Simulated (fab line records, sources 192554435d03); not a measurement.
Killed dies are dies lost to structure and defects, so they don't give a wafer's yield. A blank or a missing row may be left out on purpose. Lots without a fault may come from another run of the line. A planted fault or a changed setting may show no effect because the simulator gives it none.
Chamber matching | flow n5_finfet | N5_BEOL_M3_STRIP_36 on rie_diel-02: 4 sister chambers
The step strips in N2/H2. 7 wafers are shown with their chamber, then 7 later ones without.

WAFERS WITH THEIR CHAMBER
wafer  | chamber | showerhead_plenum_p_Torr (Torr) | oes_product_au (a.u.)
L080.3 | 0       | 2.52                            | 0.66
L080.5 | 0       | 2.52                            | 0.67
L086.3 | 1       | 2.45                            | 0.78
L086.4 | 3       | 2.63                            | 0.73
L086.5 | 1       | 2.45                            | 0.77
L091.1 | 3       | 2.62                            | 0.73
L091.2 | 2       | 2.30                            | 0.74

WAFERS WITHOUT THEIR CHAMBER
wafer  | showerhead_plenum_p_Torr (Torr) | oes_product_au (a.u.)
L091.4 | 2.52                            | 0.98
L094.2 | 2.51                            | 0.95
L094.3 | 2.30                            | 0.74
L094.4 | 2.62                            | 0.72
L097.1 | 2.62                            | 0.72
L097.2 | 2.30                            | 0.74
L097.4 | 2.51                            | 0.94

WHICH CHAMBER EACH WENT THROUGH
wafer  | from the rows above | in truth
L091.4 | 1                   | 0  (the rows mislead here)
L094.2 | 1                   | 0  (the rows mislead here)
L094.3 | 2                   | 2
L094.4 | 3                   | 3
L097.1 | 3                   | 3
L097.2 | 2                   | 2
L097.4 | 1                   | 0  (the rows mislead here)
Placed correctly: 4 of 7. Can't be placed from these rows: 0. Placed wrongly: 3.
How it was worked out, from the rows above alone: a wafer's distance from a chamber is the root of the sum, over the readings, of the square of ((its reading less the chamber's mean) divided by the reading's scatter). The wafer belongs to the nearest chamber; if the next one is less than 2 further off, it can't be placed. A chamber's mean is the mean of its shown wafers. The scatter: the root of (the sum of the squares of (reading less its chamber's mean) over the shown wafers, divided by (wafers less chambers)).
